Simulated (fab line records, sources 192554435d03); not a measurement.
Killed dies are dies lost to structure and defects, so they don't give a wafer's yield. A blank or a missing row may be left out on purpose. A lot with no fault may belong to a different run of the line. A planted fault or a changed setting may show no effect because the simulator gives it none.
Chamber matching + flow n5 finfet + N5_BEOL_M2_ETCH_63 on rie diel-01 has 4 sister chambers
The step etches SiARC in CF4, target depth 15.6 nm, time 26 s. 8 wafers are shown with their chamber, then 7 later ones without.

## WAFERS WITH THEIR CHAMBER
| wafer  | chamber | showerhead plenum p Torr (Torr) | throttle valve pct (%) |
|--------|---------|---------------------------------|------------------------|
| L078.3 | 0       | 2.04                            | 15.70                  |
| L079.2 | 3       | 2.22                            | 15.66                  |
| L079.4 | 1       | 2.18                            | 15.13                  |
| L086.3 | 1       | 2.17                            | 15.15                  |
| L086.4 | 3       | 2.21                            | 15.69                  |
| L086.6 | 2       | 2.12                            | 15.39                  |
| L088.1 | 0       | 2.04                            | 15.73                  |
| L088.4 | 2       | 2.12                            | 15.40                  |

## WAFERS WITHOUT THEIR CHAMBER
| wafer  | showerhead plenum p Torr (Torr) | throttle valve pct (%) |
|--------|---------------------------------|------------------------|
| L088.5 | 2.12                            | 15.38                  |
| L089.2 | 2.21                            | 15.71                  |
| L089.4 | 2.12                            | 15.38                  |
| L089.6 | 2.12                            | 15.38                  |
| L093.2 | 2.17                            | 15.16                  |
| L093.3 | 2.21                            | 15.71                  |
| L093.5 | 2.11                            | 15.41                  |

## THE CHAMBER EACH PASSED THROUGH
| wafer  | from the rows above | in truth |
|--------|---------------------|----------|
| L088.5 | 2                   | 2        |
| L089.2 | 3                   | 3        |
| L089.4 | 2                   | 2        |
| L089.6 | 2                   | 2        |
| L093.2 | 1                   | 1        |
| L093.3 | 3                   | 3        |
| L093.5 | 2                   | 2        |
Correct placement for 7 of the 7. Number that these rows cannot place: 0. Wrongly placed: 0.
How it was worked out, from the rows above alone: a wafer's distance from a chamber is the root of the sum, over the readings, of the square of ((its reading less the chamber's mean) divided by the reading's scatter). If the next closest chamber is less than 2 further off than the closest, the wafer can't be placed; otherwise it belongs to the closest. The mean given for a chamber averages the wafers shown for that chamber. The scatter: the root of (the sum of the squares of (reading less its chamber's mean) over the shown wafers, divided by (wafers less chambers)).
